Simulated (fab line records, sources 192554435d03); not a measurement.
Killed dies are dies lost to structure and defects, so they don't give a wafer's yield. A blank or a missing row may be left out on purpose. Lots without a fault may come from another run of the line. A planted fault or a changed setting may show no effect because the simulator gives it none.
fab line records | flow n5_finfet
record lots=5 wafers=15 last_day=17
route steps=1938 shown BEOL_M6@1201
lots that met no fault: from a run of the same line without faults
start_h: hours from the record's first day to the start of the lot's first wafer shown | wait_h: hours since the lot's step before | " the same as in the row above | L1.1+2: a row that stands for several wafers | - no value, or no start given | * or withheld: withheld | < > ~ a bound
route shown NAME@n: a module of which the file shows steps, and the number in the route of the first | usual: mean/standard deviation of fault-free wafers | same: alike in all rows | chamber/n: place in a boat | sites: the reading at each site | _std_site: their standard deviation | _edge_site: outer sites' mean less inner sites' | radius_mm: how far each site lies from the wafer's centre | mask NAME#n: copy n | behind: the tool/chamber that last shaped the wafer | hold: why the lot was held/for how many hours/how that ended | device: the transistor (n, p or np) that didn't switch | end of line: the same wafers' tests at the end of the route | a step without rows: its recipe alone | killed: dies lost to structure and defects at the first sort, not the wafer's yield | map: a wafer's dies, x killed, . not, _ none there
set.NAME: the setting as run; set.NAME@STEP: as run at that earlier step | model.NAME: the simulator's own value behind a step, which no gauge read
lots at some steps of the route; a table a step, a row a wafer
services: from which hour (start_h, from the record's first day; less than 0 if before it) a tool's chamber was out of use, for how many hours, and why
## steps
# step N5_BEOL_M6_COAT_05
# recipe resist=CAR-ArF spin_rpm=1500 resist_thk_nm=90
# usual dispense_pressure_kPa=46.8/1.6
# columns lot.wafer tool chamber start_h wait_h dispense_pressure_kPa
L074.2 litho_track-01 0 - - 44.7
L074.4 " 0 " " 44.7
L074.6 " 0 " " 44.7
L078.2 litho_track-01 0 - - 44.7
L078.4 " 0 " " 44.7
L078.5 " 0 " " 44.7
L080.2 litho_track-01 0 - - 44.7
L080.5 " 0 " " 44.7
L080.6 " 0 " " 44.7
L081.2 litho_track-05 0 - - 48.3
L081.3 " 0 " " 48.3
L081.5 " 0 " " 48.3
L091.2 litho_track-05 0 - - 48.3
L091.3 " 0 " " 48.3
L091.5 " 0 " " 48.3
# step N5_BEOL_M6_EBR_07
# recipe solvent=PGMEA ebr_width_mm=1.5
# columns lot.wafer tool chamber start_h wait_h
L074.2+4+6 litho_track-01 0 - -
L078.2+4+5 litho_track-01 0 - -
L080.2+5+6 litho_track-01 0 - -
L081.2+3+5 litho_track-05 0 - -
L091.2+3+5 litho_track-05 0 - -
# step N5_BEOL_M6_SOFTBAKE_06
# recipe temp_c=110 time_s=60 resist=CAR-ArF
# columns lot.wafer tool chamber start_h wait_h
L074.2+4+6 litho_track-01 0 - -
L078.2+4+5 litho_track-01 0 - -
L080.2+5+6 litho_track-01 0 - -
L081.2+3+5 litho_track-05 0 - -
L091.2+3+5 litho_track-05 0 - -
# step N5_BEOL_M6_EXPOSE_08
# recipe mask_id=M6 na=1.35 source_shape=dipole sigma_inner=0.817 sigma_outer=0.97 polarization=te dose_mj=68.25
# usual focus_offset_nm=0.0/0.48
# columns lot.wafer tool chamber start_h wait_h mask focus_offset_nm
L074.2 arfi_scanner-01 0 224.11 - M6#0 -0.2
L074.4 " 0 " " M6#0 0.9
L074.6 " 0 " " M6#0 0.5
L078.2 arfi_scanner-01 0 247.79 - M6#0 -0.3
L078.4 " 0 " " M6#0 -0.5
L078.5 " 0 " " M6#0 -1.3
L080.2 arfi_scanner-02 0 248.50 - M6#0 0.0
L080.5 " 0 " " M6#0 0.5
L080.6 " 0 " " M6#0 0.0
L081.2 arfi_scanner-02 0 251.59 - M6#0 0.0
L081.3 " 0 " " M6#0 -0.3
L081.5 " 0 " " M6#0 -0.3
L091.2 arfi_scanner-02 0 322.04 - M6#0 0.2
L091.3 " 0 " " M6#0 0.0
L091.5 " 0 " " M6#0 -0.3
# step N5_BEOL_M6_PEB_09
# recipe peb_temp_c=withheld peb_time_s=60 resist=CAR-ArF
# columns lot.wafer tool chamber start_h wait_h
L074.2+4+6 litho_track-01 0 224.16 0.0
L078.2+4+5 litho_track-01 0 247.85 0.0
L080.2+5+6 litho_track-01 0 248.55 0.0
L081.2+3+5 litho_track-01 0 251.65 0.0
L091.2+3+5 litho_track-02 0 322.10 0.0
# step N5_BEOL_M6_DEVELOP_10
# recipe develop_time_s=30 developer=TMAH resist=CAR-ArF rinse_liquid=diw dry=air_spin dev_temp_c=23
# columns lot.wafer tool chamber start_h wait_h
L074.2+4+6 litho_track-01 0 - -
L078.2+4+5 litho_track-01 0 - -
L080.2+5+6 litho_track-01 0 - -
L081.2+3+5 litho_track-01 0 - -
L091.2+3+5 litho_track-02 0 - -
# step N5_BEOL_M6_CD_MEAS_11
# recipe target_cd_nm=38.5 landing_energy_ev=500 detector=se_inlens polarity=opening
# usual cd_nm=38.5/0.7
# same landing_energy_ev=500
# columns lot.wafer tool chamber start_h wait_h cd_nm
L074.2 cd_sem-03 0 224.23 - 38.7
L074.4 " 0 " " 37.6
L074.6 " 0 " " 38.2
L078.2 cd_sem-02 0 247.92 - 38.1
L078.4 " 0 " " 38.9
L078.5 " 0 " " 38.7
L080.2 cd_sem-01 0 248.62 - 38.7
L080.5 " 0 " " 37.4
L080.6 " 0 " " 38.2
L081.2 cd_sem-02 0 251.72 - 37.4
L081.3 " 0 " " 37.3
L081.5 " 0 " " 37.5
L091.2 cd_sem-01 0 322.16 - 39.1
L091.3 " 0 " " 38.8
L091.5 " 0 " " 39.2
# step N5_BEOL_M6_OVL_MEAS_12
# recipe points_per_wafer=44
# usual M6_OVL=0.2/0.68
# columns lot.wafer tool chamber start_h wait_h M6_OVL[nm]
L074.2 overlay-02 0 224.26 0.0 0.7
L074.4 " 0 " " 0.9
L074.6 " 0 " " 1.6
L078.2 overlay-02 0 247.95 0.0 0.9
L078.4 " 0 " " 0.1
L078.5 " 0 " " 0.4
L080.2 overlay-02 0 248.65 0.0 0.0
L080.5 " 0 " " -0.3
L080.6 " 0 " " -0.5
L081.2 overlay-01 0 251.75 0.0 -0.4
L081.3 " 0 " " -0.2
L081.5 " 0 " " -0.2
L091.2 overlay-01 0 322.19 0.0 0.1
L091.3 " 0 " " 0.9
L091.5 " 0 " " 0.0
# step N5_BEOL_M6_INSPECT_13
# recipe mode=adi inspect_instrument=brightfield
# usual raw_defect_count=434/110
# columns lot.wafer tool chamber start_h wait_h raw_defect_count
L074.2 defect_inspect-02 - 224.28 0.0 434
L074.4 " - " " 540
L074.6 " - " " 277
L078.2 defect_inspect-01 - 247.97 0.0 488
L078.4 " - " " 381
L078.5 " - " " 481
L080.2 defect_inspect-01 - 248.67 0.0 492
L080.5 " - " " 395
L080.6 " - " " 508
L081.2 defect_inspect-01 - 251.77 0.0 391
L081.3 " - " " 491
L081.5 " - " " 439
L091.2 defect_inspect-02 - 322.22 0.0 380
L091.3 " - " " 510
L091.5 " - " " 497
# step N5_BEOL_M6_DESCUM_16
# recipe chemistry=O2 time_s=7.9 source_power_w=50 bias_power_w=20 pressure_mtorr=20 rf_frequency_hz=2.712e+07 temp_c=40 resist=CAR-ArF o2_flow_sccm=225
# usual drypump_motor_current_A=5.6/0.49 oes_product_au=0.79/0.077 rf_fwd_power_W=49.35/0.24 rf_vpp_V=242.9/1.4 showerhead_plenum_p_Torr=2.07/0.074 throttle_valve_pct=20.39/0.2
# columns lot.wafer tool chamber start_h wait_h drypump_motor_current_A oes_product_au rf_fwd_power_W rf_hours_counter_h rf_vpp_V showerhead_plenum_p_Torr throttle_valve_pct
L074.2 rie_diel-06 1 224.32 0.0 5.9 0.88 49.73 51 246.0 2.21 20.24
L074.4 " 3 " " 5.0 0.91 49.23 - 245.3 2.22 20.55
L074.6 " 1 " " 5.9 0.88 49.50 - 246.2 2.21 20.27
L078.2 rie_diel-04 2 248.06 0.1 6.8 0.65 49.32 238 242.6 2.04 20.81
L078.4 " 3 " " 5.8 0.68 49.11 210 244.1 2.07 20.29
L078.5 " 0 " " 5.0 0.80 49.08 - 241.5 2.03 20.55
L080.2 rie_diel-06 2 248.71 0.0 5.4 0.95 49.24 5 244.0 2.15 20.38
L080.5 " 1 " " 5.9 0.87 49.48 - 245.7 2.20 20.25
L080.6 " 0 " " 5.2 0.86 49.09 - 244.1 2.12 20.35
L081.2 rie_diel-04 0 251.98 0.2 4.9 0.80 49.41 116 241.1 2.03 20.53
L081.3 " 1 " " 5.7 0.73 49.62 199 243.3 1.99 20.13
L081.5 " 2 " " 6.8 0.66 49.64 - 241.9 2.04 20.81
L091.2 rie_diel-06 3 322.42 0.2 5.0 0.86 49.62 73 245.2 2.21 20.59
L091.3 " 0 " " 5.2 0.83 49.19 65 245.3 2.11 20.35
L091.5 " 2 " " 5.4 0.88 49.26 - 243.3 2.15 20.44
# step N5_BEOL_M6_ETCH_61
# recipe chemistry=CF4 target=SiARC target_depth_a=455 mask_material=CAR-ArF time_s=75.8 ion_energy_ev=80 pressure_mtorr=40 source_w=545 bias_w=36 Ar_flow_sccm=100 cf4_flow_sccm=100 ends=cleared
# usual drypump_motor_current_A=5.6/0.49 etch_rf_on_time_s=76.1/1.6 oes_product_au=0.68/0.067 rf_fwd_power_W=539.2/2 rf_vpp_V=183.8/1.4 showerhead_plenum_p_Torr=2.13/0.079 throttle_valve_pct=15.60/0.15
# columns lot.wafer tool chamber start_h wait_h drypump_motor_current_A etch_rf_on_time_s oes_product_au rf_fwd_power_W rf_hours_counter_h rf_vpp_V showerhead_plenum_p_Torr throttle_valve_pct
L074.2 rie_diel-06 1 224.35 0.0 5.9 73.9 0.76 538.6 51 185.9 2.28 15.53
L074.4 " 3 " " 5.0 74.0 0.78 537.5 - 186.7 2.28 15.76
L074.6 " 1 " " 5.9 73.5 0.76 536.2 - 186.2 2.28 15.53
L078.2 rie_diel-04 2 248.09 0.0 6.8 79.1 0.56 541.2 238 183.9 2.11 16.07
L078.4 " 3 " " 5.8 77.4 0.58 536.5 210 183.8 2.13 15.61
L078.5 " 0 " " 4.9 76.7 0.68 536.1 - 182.3 2.07 15.63
L080.2 rie_diel-06 2 248.74 0.0 5.4 72.1 0.83 538.0 5 184.4 2.19 15.38
L080.5 " 1 " " 5.9 73.4 0.75 539.4 - 185.2 2.27 15.53
L080.6 " 0 " " 5.3 75.5 0.74 540.1 - 184.6 2.17 15.51
L081.2 rie_diel-04 0 252.01 0.0 4.9 76.7 0.68 536.3 116 184.2 2.07 15.64
L081.3 " 1 " " 5.7 75.1 0.63 541.5 199 182.5 2.04 15.43
L081.5 " 2 " " 6.8 79.0 0.56 539.3 - 183.0 2.11 16.11
L091.2 rie_diel-06 3 322.45 0.0 5.0 73.7 0.74 539.1 73 185.7 2.26 15.85
L091.3 " 0 " " 5.2 75.9 0.72 539.9 65 183.7 2.17 15.54
L091.5 " 2 " " 5.3 72.8 0.76 539.0 - 185.8 2.18 15.45
# step N5_BEOL_M6_ETCH_62
# recipe chemistry=N2/H2 target=SOC target_depth_a=1100 overetch_a=220 mask_material=SiARC temp_c=40 time_s=165 ion_energy_ev=200 pressure_mtorr=30 source_w=840 bias_w=150 n2_flow_sccm=200 h2_flow_sccm=200
# usual drypump_motor_current_A=5.6/0.49 h2_flow_sccm=200.0/0.59 oes_product_au=0.67/0.063 rf_fwd_power_W=837.2/2.6 rf_vpp_V=523.4/2.7 showerhead_plenum_p_Torr=2.52/0.093 throttle_valve_pct=17.76/0.19
# columns lot.wafer tool chamber start_h wait_h drypump_motor_current_A h2_flow_sccm oes_product_au rf_fwd_power_W rf_hours_counter_h rf_vpp_V showerhead_plenum_p_Torr throttle_valve_pct
L074.2 rie_diel-06 1 224.41 0.0 5.9 199.4 0.73 838.3 51 529.4 2.70 17.67
L074.4 " 3 " " 5.0 201.5 0.76 835.0 - 528.3 2.68 17.78
L074.6 " 1 " " 5.9 200.1 0.75 836.8 - 530.1 2.70 17.70
L078.2 rie_diel-04 2 248.15 0.0 6.8 200.2 0.57 837.6 238 522.7 2.50 18.30
L078.4 " 3 " " 5.8 199.6 0.59 838.2 210 522.0 2.51 17.63
L078.5 " 0 " " 4.9 199.8 0.68 837.6 - 523.2 2.45 17.88
L080.2 rie_diel-06 2 248.80 0.0 5.4 199.9 0.79 830.6 5 524.9 2.58 17.50
L080.5 " 1 " " 5.9 199.2 0.73 836.1 - 527.0 2.70 17.72
L080.6 " 0 " " 5.3 199.1 0.74 832.4 - 525.7 2.59 17.82
L081.2 rie_diel-04 0 252.07 0.0 5.0 199.8 0.67 843.0 116 521.5 2.45 17.90
L081.3 " 1 " " 5.7 200.4 0.62 837.6 199 520.1 2.42 17.50
L081.5 " 2 " " 6.8 199.3 0.56 835.8 - 522.2 2.50 18.30
L091.2 rie_diel-06 3 322.51 0.0 4.9 199.7 0.72 838.8 73 529.3 2.67 17.83
L091.3 " 0 " " 5.2 200.1 0.71 836.5 65 524.0 2.58 17.84
L091.5 " 2 " " 5.4 199.7 0.74 833.5 - 525.0 2.57 17.54
# step N5_BEOL_M6_STRIP_68
# recipe chemistry=N2/H2 temp_c=40 n2_flow_sccm=200 h2_flow_sccm=200 rf_frequency_hz=6e+07
# columns lot.wafer tool chamber start_h wait_h
L074.2+4+6 rie_diel-06 1,3,1 224.54 0.1
L078.2+4+5 rie_diel-04 2,3,0 248.28 0.1
L080.2+5+6 rie_diel-06 2,1,0 248.93 0.1
L081.2+3+5 rie_diel-04 0,1,2 252.20 0.1
L091.2+3+5 rie_diel-06 3,0,2 322.64 0.1
# step N5_BEOL_M6_STRIP_67
# recipe chemistry=CF4 resist=SiARC power_w=300 bias_power_w=75 pressure_mtorr=50 cf4_flow_sccm=150 rf_frequency_hz=6e+07
# usual drypump_motor_current_A=5.6/0.49 oes_product_au=0.79/0.074 power_w=300.0/0.83 rf_vpp_V=270.9/1.6 showerhead_plenum_p_Torr=1.78/0.067 throttle_valve_pct=13.57/0.15
# columns lot.wafer tool chamber start_h wait_h drypump_motor_current_A oes_product_au power_w rf_hours_counter_h rf_vpp_V showerhead_plenum_p_Torr throttle_valve_pct
L074.2 rie_diel-06 1 224.55 0.0 5.9 0.88 300.9 51 272.7 1.91 13.45
L074.4 " 3 " " 4.9 0.90 301.0 - 272.9 1.90 13.66
L074.6 " 1 " " 5.9 0.88 300.6 - 273.0 1.91 13.47
L078.2 rie_diel-04 2 248.29 0.0 6.8 0.67 299.4 238 268.4 1.76 14.05
L078.4 " 3 " " 5.8 0.69 300.0 210 271.9 1.78 13.61
L078.5 " 0 " " 5.0 0.80 298.9 - 271.5 1.72 13.54
L080.2 rie_diel-06 2 248.94 0.0 5.3 0.94 300.9 5 272.8 1.83 13.35
L080.5 " 1 " " 5.9 0.87 300.1 - 273.0 1.91 13.47
L080.6 " 0 " " 5.3 0.88 300.6 - 272.5 1.83 13.48
L081.2 rie_diel-04 0 252.21 0.0 4.9 0.80 299.6 116 270.0 1.72 13.55
L081.3 " 1 " " 5.7 0.73 301.4 199 268.8 1.72 13.46
L081.5 " 2 " " 6.8 0.67 300.8 - 270.1 1.76 14.07
L091.2 rie_diel-06 3 322.65 0.0 5.0 0.86 299.7 73 273.3 1.89 13.76
L091.3 " 0 " " 5.2 0.84 300.7 65 271.1 1.83 13.54
L091.5 " 2 " " 5.4 0.88 299.8 - 270.4 1.83 13.38
# step N5_BEOL_M6_HM_OPEN_17
# recipe chemistry=Cl2/BCl3 target_depth_a=200 overetch_a=60 target=TiN mask_material=SOC ion_energy_ev=150 pressure_mtorr=10 icp_w=1000 bias_w=126 Cl2_flow_sccm=53.25 bcl3_flow_sccm=21.75 Ar_flow_sccm=25
# usual drypump_motor_current_A=5.7/0.5 oes_ar_750_au=0.77/0.1 oes_product_au=0.66/0.087 rf_fwd_power_W=994/3.4 throttle_valve_pct=22.09/0.23
# columns lot.wafer tool chamber start_h wait_h drypump_motor_current_A oes_ar_750_au oes_product_au rf_fwd_power_W rf_hours_counter_h throttle_valve_pct
L074.2 rie_metal-02 1 224.60 0.0 5.9 0.61 0.56 993 104 22.29
L074.4 " 0 " " 5.7 0.84 0.73 1002 - 21.81
L074.6 " 0 " " 5.7 0.83 0.72 997 - 21.83
L078.2 rie_metal-02 1 248.34 0.0 5.9 0.61 0.56 988 107 22.29
L078.4 " 0 " " 5.7 0.82 0.71 994 - 21.84
L078.5 " 0 " " 5.7 0.82 0.72 994 - 21.82
L080.2 rie_metal-02 0 248.99 0.0 5.6 0.83 0.72 995 21 21.81
L080.5 " 0 " " 5.6 0.83 0.73 994 - 21.82
L080.6 " 1 " " 5.9 0.61 0.56 988 - 22.28
L081.2 rie_metal-02 1 252.26 0.0 5.9 0.61 0.56 992 107 22.29
L081.3 " 1 " " 5.9 0.61 0.55 995 - 22.28
L081.5 " 1 " " 5.9 0.62 0.55 997 - 22.30
L091.2 rie_metal-01 0 322.69 0.0 6.7 0.76 0.62 1000 58 22.48
L091.3 " 0 " " 6.7 0.75 0.63 997 - 22.47
L091.5 " 0 " " 6.7 0.75 0.63 997 - 22.50
# step N5_BEOL_M6_STRIP_19
# recipe chemistry=O2 power_w=400 temp_c=40 pressure_mtorr=30 rf_frequency_hz=6e+07 bias_power_w=0 overash_fraction=0.2 o2_flow_sccm=225
# usual drypump_motor_current_A=5.6/0.52 oes_product_au=0.80/0.079 rf_vpp_V=3.7/0.61 showerhead_plenum_p_Torr=2.10/0.076 throttle_valve_pct=16.66/0.18
# columns lot.wafer tool chamber start_h wait_h drypump_motor_current_A oes_product_au rf_hours_counter_h rf_vpp_V showerhead_plenum_p_Torr throttle_valve_pct
L074.2 rie_diel-04 1 224.73 0.1 5.8 0.73 190 4.0 2.00 16.40
L074.4 " 2 " " 6.8 0.66 230 4.2 2.05 17.06
L074.6 " 1 " " 5.8 0.72 - 4.4 2.00 16.42
L078.2 rie_diel-04 2 248.45 0.1 6.8 0.66 238 3.5 2.05 17.05
L078.4 " 1 " " 5.8 0.73 197 3.7 1.99 16.43
L078.5 " 3 " " 5.8 0.69 - 4.5 2.08 16.61
L080.2 rie_diel-06 3 249.11 0.1 4.9 0.89 49 4.1 2.22 16.78
L080.5 " 3 " " 4.9 0.90 - 4.2 2.22 16.81
L080.6 " 0 " " 5.3 0.87 - 2.7 2.13 16.55
L081.2 rie_diel-04 3 252.43 0.1 5.8 0.69 213 3.6 2.08 16.62
L081.3 " 2 " " 6.8 0.66 240 4.0 2.05 17.07
L081.5 " 2 " " 6.8 0.66 - 2.9 2.05 17.08
L091.2 rie_diel-04 0 322.81 0.1 4.9 0.76 145 4.3 2.02 16.82
L091.3 " 3 " " 5.8 0.67 243 4.7 2.07 16.67
L091.5 " 0 " " 4.9 0.77 - 3.8 2.02 16.83
# step N5_BEOL_M6_CD_MEAS_18
# recipe pitch_nm=80 target_cd_nm=40
# usual cd_nm=40.0/0.74
# columns lot.wafer tool chamber start_h wait_h cd_nm
L074.2 cd_sem-01 - 224.80 0.1 40.3
L074.4 " - " " 39.7
L074.6 " - " " 40.4
L078.2 cd_sem-03 - 248.53 0.1 39.8
L078.4 " - " " 40.1
L078.5 " - " " 39.3
L080.2 cd_sem-03 - 249.18 0.1 40.0
L080.5 " - " " 39.6
L080.6 " - " " 40.1
L081.2 cd_sem-01 - 252.50 0.1 39.0
L081.3 " - " " 39.4
L081.5 " - " " 39.3
L091.2 cd_sem-02 - 322.89 0.1 40.7
L091.3 " - " " 41.2
L091.5 " - " " 40.7
# step N5_BEOL_M6_COAT_63
# recipe resist=SOC temp_c=250 time_s=60 spin_rpm=1500 resist_thk_nm=60
# usual dispense_pressure_kPa=47.0/1.5
# columns lot.wafer tool chamber start_h wait_h dispense_pressure_kPa
L074.2 litho_track-01 0 226.30 1.5 44.7
L074.4 " 0 " " 44.7
L074.6 " 0 " " 44.7
L078.2 litho_track-02 0 249.85 1.3 47.8
L078.4 " 0 " " 47.8
L078.5 " 0 " " 47.9
L080.2 litho_track-05 0 249.85 0.7 48.3
L080.5 " 0 " " 48.3
L080.6 " 0 " " 48.3
L081.2 litho_track-05 0 254.49 2.0 48.3
L081.3 " 0 " " 48.3
L081.5 " 0 " " 48.2
L091.2 litho_track-02 0 323.03 0.1 47.8
L091.3 " 0 " " 47.9
L091.5 " 0 " " 47.8
# step N5_BEOL_M6_COAT_64
# recipe resist=SiARC temp_c=220 time_s=60 spin_rpm=1500 resist_thk_nm=12
# usual dispense_pressure_kPa=47.0/1.5
# columns lot.wafer tool chamber start_h wait_h dispense_pressure_kPa
L074.2 litho_track-01 0 - - 44.7
L074.4 " 0 " " 44.7
L074.6 " 0 " " 44.7
L078.2 litho_track-02 0 - - 47.8
L078.4 " 0 " " 47.8
L078.5 " 0 " " 47.8
L080.2 litho_track-05 0 - - 48.3
L080.5 " 0 " " 48.3
L080.6 " 0 " " 48.3
L081.2 litho_track-05 0 - - 48.3
L081.3 " 0 " " 48.3
L081.5 " 0 " " 48.3
L091.2 litho_track-02 0 - - 47.8
L091.3 " 0 " " 47.8
L091.5 " 0 " " 47.8
# step N5_BEOL_M6_COAT_71
# recipe resist=underlayer temp_c=205 time_s=60 spin_rpm=1500 resist_thk_nm=5
# usual dispense_pressure_kPa=47.0/1.5
# columns lot.wafer tool chamber start_h wait_h dispense_pressure_kPa
L074.2 litho_track-01 0 - - 44.7
L074.4 " 0 " " 44.7
L074.6 " 0 " " 44.7
L078.2 litho_track-02 0 - - 47.8
L078.4 " 0 " " 47.8
L078.5 " 0 " " 47.8
L080.2 litho_track-05 0 - - 48.3
L080.5 " 0 " " 48.2
L080.6 " 0 " " 48.3
L081.2 litho_track-05 0 - - 48.3
L081.3 " 0 " " 48.2
L081.5 " 0 " " 48.3
L091.2 litho_track-02 0 - - 47.8
L091.3 " 0 " " 47.8
L091.5 " 0 " " 47.7
# step N5_BEOL_M6_COAT_22
# recipe resist=CAR-EUV spin_rpm=1500 resist_thk_nm=30
# usual dispense_pressure_kPa=47.0/1.5
# columns lot.wafer tool chamber start_h wait_h dispense_pressure_kPa
L074.2 litho_track-01 0 - - 44.7
L074.4 " 0 " " 44.7
L074.6 " 0 " " 44.7
L078.2 litho_track-02 0 - - 47.8
L078.4 " 0 " " 47.7
L078.5 " 0 " " 47.7
L080.2 litho_track-05 0 - - 48.3
L080.5 " 0 " " 48.3
L080.6 " 0 " " 48.4
L081.2 litho_track-05 0 - - 48.3
L081.3 " 0 " " 48.3
L081.5 " 0 " " 48.4
L091.2 litho_track-02 0 - - 47.7
L091.3 " 0 " " 47.7
L091.5 " 0 " " 47.8
# step N5_BEOL_M6_EBR_24
# recipe solvent=PGMEA ebr_width_mm=1.5
# columns lot.wafer tool chamber start_h wait_h
L074.2+4+6 litho_track-01 0 - -
L078.2+4+5 litho_track-02 0 - -
L080.2+5+6 litho_track-05 0 - -
L081.2+3+5 litho_track-05 0 - -
L091.2+3+5 litho_track-02 0 - -
# step N5_BEOL_M6_SOFTBAKE_23
# recipe temp_c=110 time_s=60 resist=CAR-EUV
# columns lot.wafer tool chamber start_h wait_h
L074.2+4+6 litho_track-01 0 - -
L078.2+4+5 litho_track-02 0 - -
L080.2+5+6 litho_track-05 0 - -
L081.2+3+5 litho_track-05 0 - -
L091.2+3+5 litho_track-02 0 - -
# step N5_BEOL_M6_EXPOSE_25
# recipe mask_id=V5 na=0.33 source_shape=annular sigma_inner=0.4 sigma_outer=0.8 polarization=unpolarized target_cd_nm=40 dose_mj=45
# usual focus_offset_nm=-0.1/0.46
# columns lot.wafer tool chamber start_h wait_h mask focus_offset_nm
L074.2 euv_scanner-01 0 226.44 - V5#0 -0.5
L074.4 " 0 " " V5#0 -0.6
L074.6 " 0 " " V5#0 -0.6
L078.2 euv_scanner-02 0 249.99 - V5#0 -0.1
L078.4 " 0 " " V5#0 0.2
L078.5 " 0 " " V5#0 0.2
L080.2 euv_scanner-02 0 250.04 - V5#0 -0.6
L080.5 " 0 " " V5#0 -1.0
L080.6 " 0 " " V5#0 -0.6
L081.2 euv_scanner-02 0 254.63 - V5#0 -0.3
L081.3 " 0 " " V5#0 -1.1
L081.5 " 0 " " V5#0 -0.3
L091.2 euv_scanner-01 0 323.17 - V5#0 -0.6
L091.3 " 0 " " V5#0 0.3
L091.5 " 0 " " V5#0 0.0
# step N5_BEOL_M6_PEB_26
# recipe peb_temp_c=100 peb_time_s=60 resist=CAR-EUV
# columns lot.wafer tool chamber start_h wait_h
L074.2+4+6 litho_track-01 0 226.50 0.1
L078.2+4+5 litho_track-01 0 250.05 0.1
L080.2+5+6 litho_track-05 0 250.10 0.1
L081.2+3+5 litho_track-01 0 254.69 0.1
L091.2+3+5 litho_track-05 0 323.23 0.1
# step N5_BEOL_M6_DEVELOP_27
# recipe develop_time_s=30 developer=TMAH resist=CAR-EUV rinse_liquid=surfactant_rinse dry=air_spin dev_temp_c=23
# columns lot.wafer tool chamber start_h wait_h
L074.2+4+6 litho_track-01 0 - -
L078.2+4+5 litho_track-01 0 - -
L080.2+5+6 litho_track-05 0 - -
L081.2+3+5 litho_track-01 0 - -
L091.2+3+5 litho_track-05 0 - -
# step N5_BEOL_M6_CD_MEAS_28
# recipe target_cd_nm=40 landing_energy_ev=500 detector=se_inlens
# usual cd_nm=39.90/0.25
# same landing_energy_ev=500
# columns lot.wafer tool chamber start_h wait_h cd_nm
L074.2 cd_sem-01 0 226.57 - 40.28
L074.4 " 0 " " 40.11
L074.6 " 0 " " 39.91
L078.2 cd_sem-02 0 250.12 - 40.21
L078.4 " 0 " " 39.62
L078.5 " 0 " " 39.59
L080.2 cd_sem-01 0 250.16 - 39.99
L080.5 " 0 " " 40.09
L080.6 " 0 " " 39.92
L081.2 cd_sem-02 0 254.76 - 39.71
L081.3 " 0 " " 39.86
L081.5 " 0 " " 40.14
L091.2 cd_sem-01 0 323.30 - 39.97
L091.3 " 0 " " 40.00
L091.5 " 0 " " 39.81
# step N5_BEOL_M6_OVL_MEAS_29
# recipe points_per_wafer=522
# usual V5_OVL=0.1/0.84
# columns lot.wafer tool chamber start_h wait_h V5_OVL[nm]
L074.2 overlay-01 0 226.60 0.0 -0.4
L074.4 " 0 " " -0.9
L074.6 " 0 " " -1.1
L078.2 overlay-02 0 250.15 0.0 0.7
L078.4 " 0 " " 0.1
L078.5 " 0 " " 0.3
L080.2 overlay-01 0 250.20 0.0 0.6
L080.5 " 0 " " -0.2
L080.6 " 0 " " 0.7
L081.2 overlay-01 0 254.79 0.0 1.5
L081.3 " 0 " " 0.8
L081.5 " 0 " " 0.7
L091.2 overlay-01 0 323.34 0.0 -0.4
L091.3 " 0 " " -1.0
L091.5 " 0 " " -0.6
# step N5_BEOL_M6_INSPECT_30
# recipe mode=adi inspect_instrument=brightfield
# usual raw_defect_count=450/130
# columns lot.wafer tool chamber start_h wait_h raw_defect_count
L074.2 defect_inspect-02 - 226.65 0.0 420
L074.4 " - " " 531
L074.6 " - " " 269
L078.2 defect_inspect-02 - 250.21 0.0 628
L078.4 " - " " 456
L078.5 " - " " 623
L080.2 defect_inspect-02 - 250.25 0.0 591
L080.5 " - " " 497
L080.6 " - " " 595
L081.2 defect_inspect-02 - 254.85 0.0 463
L081.3 " - " " 582
L081.5 " - " " 560
L091.2 defect_inspect-01 - 323.39 0.0 341
L091.3 " - " " 396
L091.5 " - " " 420
# step N5_BEOL_M6_DESCUM_33
# recipe chemistry=O2 time_s=7 source_power_w=50 bias_power_w=20 pressure_mtorr=20 rf_frequency_hz=2.712e+07 temp_c=40 resist=CAR-EUV o2_flow_sccm=225
# usual drypump_motor_current_A=5.6/0.53 oes_product_au=0.79/0.078 rf_fwd_power_W=49.32/0.22 rf_vpp_V=242.9/1.5 showerhead_plenum_p_Torr=2.08/0.075 throttle_valve_pct=20.40/0.19
# columns lot.wafer tool chamber start_h wait_h drypump_motor_current_A oes_product_au rf_fwd_power_W rf_hours_counter_h rf_vpp_V showerhead_plenum_p_Torr throttle_valve_pct
L074.2 rie_diel-06 1 226.69 0.0 5.9 0.86 49.68 52 245.7 2.21 20.25
L074.4 " 3 " " 5.0 0.89 49.29 - 245.5 2.22 20.55
L074.6 " 0 " " 5.3 0.88 49.13 - 244.7 2.13 20.30
L078.2 rie_diel-03 2 250.24 0.0 5.6 0.81 49.32 96 241.1 2.03 20.63
L078.4 " 0 " " 5.2 0.76 48.97 131 244.2 2.17 20.48
L078.5 " 2 " " 5.6 0.81 49.33 - 241.8 2.03 20.64
L080.2 rie_diel-04 1 250.29 0.0 5.8 0.72 49.43 198 241.5 1.99 20.14
L080.5 " 3 " " 5.8 0.68 48.78 - 241.3 2.07 20.28
L080.6 " 2 " " 6.8 0.66 49.50 - 243.0 2.04 20.80
L081.2 rie_diel-03 2 254.88 0.0 5.6 0.81 49.28 98 242.4 2.03 20.64
L081.3 " 3 " " 5.7 0.79 49.59 119 241.3 2.01 20.28
L081.5 " 2 " " 5.6 0.80 49.45 - 242.6 2.03 20.63
L091.2 rie_diel-04 0 323.42 0.0 4.9 0.77 49.17 145 240.7 2.02 20.58
L091.3 " 1 " " 5.7 0.71 49.35 228 241.1 1.98 20.19
L091.5 " 2 " " 6.8 0.97 49.78 - 242.3 2.04 20.42
## services
# columns tool chamber start_h hours kind
euv_scanner-01 - 200.45 1.0 pm
rie_diel-06 - 202.66 1.0 repair
euv_scanner-02 - 203.30 3.1 repair
euv_scanner-02 - 217.96 1.0 pm
arfi_scanner-02 - 221.95 3.9 pm
rie_metal-01 - 230.37 28.1 pm
euv_scanner-02 - 231.02 0.7 repair
euv_scanner-01 - 245.13 0.6 repair
euv_scanner-01 - 256.58 1.0 pm
arfi_scanner-02 - 261.90 1.3 pm
arfi_scanner-01 - 263.16 1.0 pm
rie_diel-03 1 265.87 8.3 repair
arfi_scanner-01 - 266.57 1.0 pm
arfi_scanner-01 - 273.11 3.9 pm
euv_scanner-02 - 274.11 1.0 pm
euv_scanner-01 - 274.20 0.8 repair
euv_scanner-01 - 294.33 4.6 pm
arfi_scanner-01 - 300.90 4.9 pm
euv_scanner-02 - 302.26 4.6 pm
euv_scanner-01 - 312.73 1.0 pm
rie_diel-03 0 314.36 19.1 repair
arfi_scanner-01 - 316.60 1.3 pm
euv_scanner-01 - 318.67 0.9 repair
rie_diel-03 1 319.35 9.5 repair
## key
fault none
